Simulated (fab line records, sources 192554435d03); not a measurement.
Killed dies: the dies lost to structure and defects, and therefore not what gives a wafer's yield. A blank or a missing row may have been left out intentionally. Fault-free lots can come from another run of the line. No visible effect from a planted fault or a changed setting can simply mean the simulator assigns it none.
Matching of chambers -- flow n5 finfet -- N5_DUMMY_GATE_ETCH_32 on rie si-02: 4 sister chambers
The step etches SiO2 in CF4, target depth 3.5 nm, time 3.9 s. 4 wafers are shown with their chamber, then 8 later ones without.

== EACH WAFER AND ITS CHAMBER ==
wafer,chamber,throttle valve pct (%)
L083.3,3,21.88
L083.4,1,21.63
L083.5,2,21.46
L087.2,0,21.94

== WAFERS MISSING THEIR CHAMBER ==
wafer,throttle valve pct (%)
L087.4,21.88
L087.6,21.87
L089.2,21.94
L089.4,21.89
L089.6,21.88
L094.1,21.88
L094.3,21.62
L094.6,21.88

== WHICH CHAMBER EACH WENT THROUGH ==
wafer,from the rows above,in truth
L087.4,3,3
L087.6,3,3
L089.2,0,0
L089.4,3,3
L089.6,3,3
L094.1,3,3
L094.3,1,1
L094.6,3,3
8 of 8 placed correctly. From these rows, 0 cannot be placed. Number placed wrongly: 0.
How it was worked out, from the rows above alone: a wafer's distance from a chamber is the root of the sum, over the readings, of the square of ((its reading less the chamber's mean) divided by the reading's scatter). If the next closest chamber is less than 2 further off than the closest, the wafer can't be placed; otherwise it belongs to the closest. For every chamber, the mean is computed from those of its wafers that are shown. The scatter: root of mean squared gap, hidden wafer to nearest shown wafer, with one shown wafer a chamber.
